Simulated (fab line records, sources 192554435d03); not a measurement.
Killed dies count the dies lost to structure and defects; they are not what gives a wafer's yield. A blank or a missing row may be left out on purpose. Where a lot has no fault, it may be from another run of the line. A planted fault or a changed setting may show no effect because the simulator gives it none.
Lot-split experiment | flow n5_finfet | 21 wafers read across 7 lots, on a route 1938 steps long

## THE SPLIT
At N5_BEOL_M4_ILD_DEP_00 (deposits SiOC from DEMS/O2, target thk 79 nm, time 15.3 s), the setting time_s was moved away from the recipe's 15.3 s on 5 of the 21 wafers read, by -11.0% to +9.4%. For the rest of the wafers, this setting stayed at what the recipe calls for.

Split to reading: the file shows no intervening step.

## THE READING
M4_ILD_THK in nanometres, read at N5_BEOL_M4_THK_MEAS_01. Fault-free wafers of this fab line usually give 79.2 nm, standard deviation 1 nm.

wafer  | tool, chamber at the split | time_s as run, s | against the recipe | M4_ILD_THK, nm | against lot-mates on the recipe
L076.4 | pecvd-04, 2                | 16.74            | +9.4%              | 88.0           | +9.4
L076.5 | pecvd-04, 0                | 16.74            | +9.4%              | 86.2           | +7.6
L076.6 | pecvd-04, 1                | 15.3             | recipe             | 78.6           | -
L075.2 | pecvd-04, 1                | 15.3             | recipe             | 78.6           | -
L075.5 | pecvd-04, 2                | 15.3             | recipe             | 80.4           | -
L075.6 | pecvd-04, 1                | 15.3             | recipe             | 79.0           | -
L081.2 | pecvd-03, 2                | 15.3             | recipe             | 78.9           | -
L081.3 | pecvd-03, 1                | 15.3             | recipe             | 77.5           | -
L081.4 | pecvd-03, 2                | 15.3             | recipe             | 80.1           | -
L083.4 | pecvd-04, 2                | 15.3             | recipe             | 79.7           | -
L083.5 | pecvd-04, 1                | 14.13            | -7.6%              | 73.1           | -6.0
L083.6 | pecvd-04, 0                | 15.3             | recipe             | 78.5           | -
L082.1 | pecvd-01, 2                | 16.38            | +7.1%              | 83.9           | +4.3
L082.3 | pecvd-01, 1,2              | 15.3             | recipe             | 79.6           | -
L082.5 | pecvd-01, 1,2              | 15.3             | recipe             | 79.6           | -
L097.2 | pecvd-03, 2                | 15.3             | recipe             | 79.3           | -
L097.3 | pecvd-03, 1                | 15.3             | recipe             | 78.0           | -
L097.5 | pecvd-03, 2                | 15.3             | recipe             | 80.4           | -
L096.2 | pecvd-04, 1                | 15.3             | recipe             | 77.5           | -
L096.3 | pecvd-04, 2                | 13.62            | -11.0%             | 70.0           | -8.5
L096.4 | pecvd-04, 0                | 15.3             | recipe             | 79.6           | -
Where a row lists several chambers, the file gives one row for several wafers and doesn't say which wafer went through which chamber.

THE FIT
A straight line over all 21 wafers: M4_ILD_THK changes by +0.814 nm for each +1% of time_s; r = +0.97; the points scatter about the line by 0.91 nm.
The same after taking each lot's own level away (the mean of its wafers on the recipe; 21 wafers): +0.812 nm for each +1%; r = +0.97; scatter 0.93 nm.
Per that fit: largest time_s move, reading shift of 8.9 nm.
The lots' own levels span 78.55 to 79.60 nm, that is 1.0 times the standard deviation above.
Hence the lot-to-lot level has little effect on the slope; both slopes agree.
Check: for one of the wafers moved furthest among these (-11.0%), held out of the fit, the line's prediction against its lot-mates is -9.07 nm. It came out at -8.55 nm against them.

## THE OTHER SPLITS THESE WAFERS WENT THROUGH
Before the reading, these wafers also passed through other splits. Each is held against what the fit with the lots' levels taken away leaves over:
other split on the same wafers          | wafers away from the commonest value | r with M4_ILD_THK (lot level and that fit taken away)
N5_MOL_CONTACT_COAG_COAT_64 spin_rpm    | 6                                    | -0.24
N5_BEOL_M0_SAQP_PECVD_03 time_s         | 5                                    | +0.29
N5_BEOL_M0_SAQP_ETCH_106 target_depth_a | 9                                    | -0.24
N5_BEOL_M1_COAT_76 spin_rpm             | 6                                    | -0.18
N5_BEOL_M1_EXPOSE_25 dose_mj            | 7                                    | -0.17
N5_BEOL_M2_SPUTTER_94 time_s            | 12                                   | +0.04

## THE WHOLE CHAIN: every reading that the file lists as answering this split, in the file's order
step                   | what it does                                              | reading                                                                            | change (the file's fit)               | r (the file's)
N5_BEOL_M4_ILD_DEP_00  | deposits SiOC from DEMS/O2, target thk 79 nm, time 15.3 s | SiOC_of_BEOL_M4_ILD_DEP_00.thk_nm (the simulator's own value, which no gauge read) | +0.782 nm for each +1% of the setting | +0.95
N5_BEOL_M4_THK_MEAS_01 |                                                           | M4_ILD_THK                                                                         | +0.785 for each +1% of the setting    | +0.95

## THE FILE'S OWN FIT
M4_ILD_THK changes by +0.785 nm for each +1% of time_s, r = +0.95.
